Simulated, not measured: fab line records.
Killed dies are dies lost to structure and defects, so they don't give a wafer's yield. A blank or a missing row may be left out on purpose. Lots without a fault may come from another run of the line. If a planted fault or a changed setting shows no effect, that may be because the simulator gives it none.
Chamber matching -- flow n5_finfet -- N5_BEOL_M8_CMP_52 on cmp-04 has 4 sister chambers
The step polishes, stops on SiCOH lowk, t overpolish 6.9 s, target thk 80 nm. 8 wafers are shown with their chamber, then 10 later ones without.

## WAFERS, EACH WITH ITS CHAMBER
wafer,chamber,motor_current_A (A),barrier_field_endpoint_s (s)
L081.5,0,5.2,30.0
L083.2,0,5.5,30.3
L083.5,2,5.4,30.2
L088.2,1,6.6,29.6
L088.5,2,5.2,30.1
L088.6,3,5.5,29.3
L087.1,1,6.6,29.9
L087.2,3,5.3,28.7

## WAFERS MISSING THEIR CHAMBER
wafer,motor_current_A (A),barrier_field_endpoint_s (s)
L087.6,5.8,29.4
L091.1,5.4,28.6
L091.3,5.2,29.2
L091.4,5.3,30.0
L093.1,6.3,29.0
L093.2,5.3,29.4
L093.3,5.7,30.3
L097.4,5.5,29.7
L097.5,5.5,29.1
L097.6,5.4,28.9

## EACH ONE'S CHAMBER
wafer,from the rows above,in truth
L087.6,can't be placed: 3 or 0 or 2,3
L091.1,3,3
L091.3,3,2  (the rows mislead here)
L091.4,can't be placed: 2 or 0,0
L093.1,1,1
L093.2,can't be placed: 3 or 2 or 0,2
L093.3,can't be placed: 0 or 2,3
L097.4,can't be placed: 0 or 2 or 3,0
L097.5,3,3
L097.6,3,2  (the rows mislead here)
Placed correctly: 3 of 10. Not placeable from these rows: 5 (in 4, the candidates include the true chamber). 2 placed wrongly.
How it was worked out, from the rows above alone: a wafer's distance from a chamber is the root of the sum, over the readings, of the square of ((its reading less the chamber's mean) divided by the reading's scatter). The wafer belongs to the nearest chamber; if the next one is less than 2 further off, it can't be placed. The mean given for a chamber averages the wafers shown for that chamber. How the scatter is found: for the shown wafers, subtract from each reading the mean of its chamber, square and add these, divide the total by (wafers less chambers), then take the root.
